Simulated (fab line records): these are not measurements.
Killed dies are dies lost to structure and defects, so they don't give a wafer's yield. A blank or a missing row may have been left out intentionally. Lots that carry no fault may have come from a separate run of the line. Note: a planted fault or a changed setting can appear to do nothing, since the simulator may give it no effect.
A struck lot beside a sound one	flow n5 finfet	16 out of 1938 route steps
Sound: wafers L226.3, L226.4, L226.5. Struck: wafer L242.6. (L242.2, L242.3 of the same lot were not struck and are left out.) The cause comes at the end.
Each step with rows lists, per side, the tool, then ch with its chambers, then its first start. Under that, the readings that differ: sound wafers	struck wafers	difference of the means	sigmas: that difference in standard deviations of wafers without a fault.
alike: words and numbers the same on both sides, and readings whose means are apart by under 2 such deviations; not compared: readings that were withheld, readings missing a value for some wafer, numbers with overlapping values and no deviation given by the record, and bounds like >300 which may hide the same value.
Wherever a step has rows on one side only, a row that says differs or no value, or a row with sigmas, the two part there. When numbers do not overlap yet have no deviation, they are printed without sigmas and do not part them. A reading missing from all wafers of one side parts the sides only when that side holds two or more wafers.

N5_BEOL_M2_DESCUM_33: chemistry O2, time 7 s.
  sound on rie diel-03 ch 0,2, day 8 00:23; struck on rie diel-03 ch 3, day 10 23:25
reading	sound	struck	difference	sigmas
throttle valve pct (%)	21.0 20.0 21.0	19.9	-0.8	-2
  alike: drypump motor current A, o2 flow sccm, oes product au, rf vpp V, showerhead plenum p Torr
  not compared: rf hours counter h
then, 3 steps without rows for these wafers: N5_BEOL_M2_ETCH_77 (etches underlayer in N2/H2, target depth 6.5 nm, time 5.2 s); N5_BEOL_M2_ETCH_69 (etches SiARC in CF4, target depth 15.6 nm, time 26 s); N5_BEOL_M2_ALD_98 (deposits SiO2, target thk 2.5 nm, pulse time 1 s, co reactant pulse time 1 s).
N5_BEOL_M2_ETCHBACK_99: etches SiO2 in CHF3, target depth 5 nm, time 10.4 s.
  sound on rie diel-03 ch 0,1,3, day 8 03:28; struck on rie diel-03 ch 0, day 11 01:22
  alike: drypump motor current A, oes_ar_750_au, oes product au, rf vpp V, showerhead plenum p Torr, throttle valve pct
  not compared: rf hours counter h
N5_BEOL_M2_ETCH_70: etches SOC in N2/H2, target depth 80 nm, overetch 24 nm, time 130 s.
  sound on rie diel-03 ch 0,1,3, day 8 03:29; struck on rie diel-03 ch 0, day 11 01:24
  alike: drypump motor current A, oes product au, rf vpp V, showerhead plenum p Torr, throttle valve pct
  not compared: rf hours counter h
then, 5 steps without rows for these wafers: N5_BEOL_M2_STRIP_71 (strips in N2/H2); N5_BEOL_M2_STRIP_78 (strips in N2/H2); N5_BEOL_M2_VIA_ETCH_34 (etches the open film in C4F6/O2, target depth 69.4 nm, time 65.9 s); N5_BEOL_M2_STRIP_83 (strips in C4F6/O2); N5_BEOL_M2_STRIP_36 (strips in N2/H2).
N5_BEOL_M2_TRENCH_ETCH_37: etches SiOC in C4F6/O2, target depth 55.555 nm, time 29.2 s.
  sound on rie diel-03 ch 0,1,3; struck on rie diel-03 ch 0
  alike: drypump motor current A, oes_ar_750_au, oes product au, rf vpp V, showerhead plenum p Torr, throttle valve pct
  not compared: rf hours counter h
N5_BEOL_M2_ETCH_41: etches SiCN in CH3F/O2, target depth 29.9 nm, time 52.5 s.
  sound on rie diel-03 ch 0,1,3, day 8 03:44; struck on rie diel-03 ch 0, day 11 01:38
reading	sound	struck	difference	sigmas
oes product au (a.u.)	0.85 0.81 0.72	0.56	-0.23	-3
model.etch.depth nm (nm)	20.23 19.53 20.05	13.52	-6.42	
  alike: drypump motor current A, rf vpp V, showerhead plenum p Torr, throttle valve pct
  not compared: rf hours counter h
N5_BEOL_M2_STRIP_97: strips in N2/H2, time 10 s.
  sound on rie diel-03 ch 0,1,3; struck on rie diel-03 ch 0
  alike: drypump motor current A, oes product au, rf vpp V, showerhead plenum p Torr, throttle valve pct
  not compared: rf hours counter h
N5_BEOL_M4_RC_MEAS_101:
  sound on prober-02 ch 0, day 9 03:14; struck on prober-01 ch 0, day 12 03:59
reading	sound	struck	difference	sigmas
SS_P (mV/dec)	73.9 75.3 73.8	72.2	-2.1	-3
  alike: DIBL_N, DIBL_P, IOFF_N, IOFF_P, ION_N, ION_P, SS_N, VT_N, VT_P
-- a jump in the record: the struck wafers' starts before and after are 5 days apart (it breaks off in module BEOL_M4 and resumes in module PASSIVATION, where the first step shown is number 1936 of the route) --
N5_PASSIVATION_PROBE_49:
  the record has rows for the struck wafers here (prober-01, day 16 18:47) and none for the sound ones

== WHERE THEY PART ==
First at N5_BEOL_M2_DESCUM_33; last, within this record, at N5_PASSIVATION_PROBE_49.

WHY: what had been put in by the simulator
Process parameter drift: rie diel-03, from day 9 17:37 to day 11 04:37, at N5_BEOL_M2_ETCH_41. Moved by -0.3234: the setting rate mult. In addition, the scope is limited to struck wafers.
